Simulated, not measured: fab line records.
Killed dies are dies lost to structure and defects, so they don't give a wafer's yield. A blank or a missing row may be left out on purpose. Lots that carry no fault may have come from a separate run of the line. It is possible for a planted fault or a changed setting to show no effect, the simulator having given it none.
Split-lot experiment | flow n5-finfet | 21 wafers read from 7 lots, route of 1938 steps

## THE SPLIT ITSELF
At N5_MIM_BOT_ETCH_ETCH_00 (etches TiN in Cl2/BCl3, target depth 45.5 nm), the setting icp-w was moved away from the recipe's 1000 W on 6 of the 21 wafers read, by -14.3% to +15.2%. For the rest of the wafers, this setting stayed at what the recipe calls for.

Reading taken at the split's own step.

## THE READING
etch.depth-nm (the simulator's own value, which no gauge read), in nm, at N5_MIM_BOT_ETCH_ETCH_00 (etches TiN in Cl2/BCl3, target depth 45.5 nm). There is no usual value for it anywhere in the file. Average 45.37 nm, standard deviation 1.1 nm, over the 15 wafers here run with the recipe.

wafer  | tool, chamber at the split | icp-w as run, W | against the recipe | etch.depth-nm, nm | against lot-mates on the recipe
L077.2 | rie-metal-03, 0            | 1000            | recipe             | 47.24             | -
L077.3 | rie-metal-03, 0            | 1000            | recipe             | 47.5              | -
L077.5 | rie-metal-03, 1            | 909.1           | -9.1%              | 41.54             | -5.83
L080.2 | rie-metal-02, 0            | 1000            | recipe             | 44.41             | -
L080.4 | rie-metal-02, 1            | 1000            | recipe             | 44.07             | -
L080.6 | rie-metal-02, 0            | 1000            | recipe             | 44.02             | -
L083.3 | rie-metal-01, 0            | 1000            | recipe             | 45.2              | -
L083.5 | rie-metal-01, 1            | 1000            | recipe             | 45.21             | -
L083.6 | rie-metal-01, 0            | 1152            | +15.2%             | 51.18             | +5.98
L090.1 | rie-metal-02, 1            | 1000            | recipe             | 44.32             | -
L090.3 | rie-metal-02, 0            | 928.9           | -7.1%              | 41.44             | -2.87
L090.6 | rie-metal-02, 0            | 1000            | recipe             | 44.3              | -
L095.1 | rie-metal-01, 1            | 1000            | recipe             | 45.38             | -
L095.2 | rie-metal-01, 0            | 1000            | recipe             | 45.13             | -
L095.5 | rie-metal-01, 0            | 1000            | recipe             | 45.39             | -
L096.2 | rie-metal-01, 1            | 1000            | recipe             | 44.99             | -
L096.3 | rie-metal-01, 0            | 902.5           | -9.8%              | 41.72             | -3.27
L096.6 | rie-metal-01, 1            | 902.5           | -9.8%              | 41.19             | -3.80
L097.1 | rie-metal-02, 0            | 856.5           | -14.3%             | 38.87             | -7.82
L097.2 | rie-metal-02, 1            | 1000            | recipe             | 46.73             | -
L097.3 | rie-metal-02, 1            | 1000            | recipe             | 46.66             | -

FIT RESULTS
A straight line over all 21 wafers: etch.depth-nm changes by +0.418 nm for each +1% of icp-w; r = +0.93; the points scatter about the line by 1 nm.
The same after taking each lot's own level away (the mean of its wafers on the recipe; 21 wafers): +0.45 nm for each +1%; r = +0.98; scatter 0.62 nm.
The reading moves by 6.8 nm for the largest change in icp-w, on that fit.
Across the lots, their own levels run from 44.167 to 47.370 nm, a range of 2.9 times the standard deviation given above.
So the lot-to-lot level changes the slope little: the two slopes agree.
Check: with one of the wafers moved furthest among these (+15.2%) left out of the fit, the line predicts +7.39 nm for it against its lot-mates. It came out at +5.98 nm against them.

## OTHER SPLITS ON THESE WAFERS
Before the reading, these wafers also passed through other splits. Each is held against what the fit with the lots' levels taken away leaves over:
other split on the same wafers | wafers away from the commonest value | r with etch.depth-nm (lot level and that fit taken away)
N5_BEOL_M14_ILD_DEP_00 time-s  | 6                                    | -0.23
N5_BEOL_M15_ETCH_61 bias-w     | 6                                    | +0.15

## THE FILE'S OWN FIT
etch.depth-nm changes by +0.467 nm for each +1% of icp-w, r = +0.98.
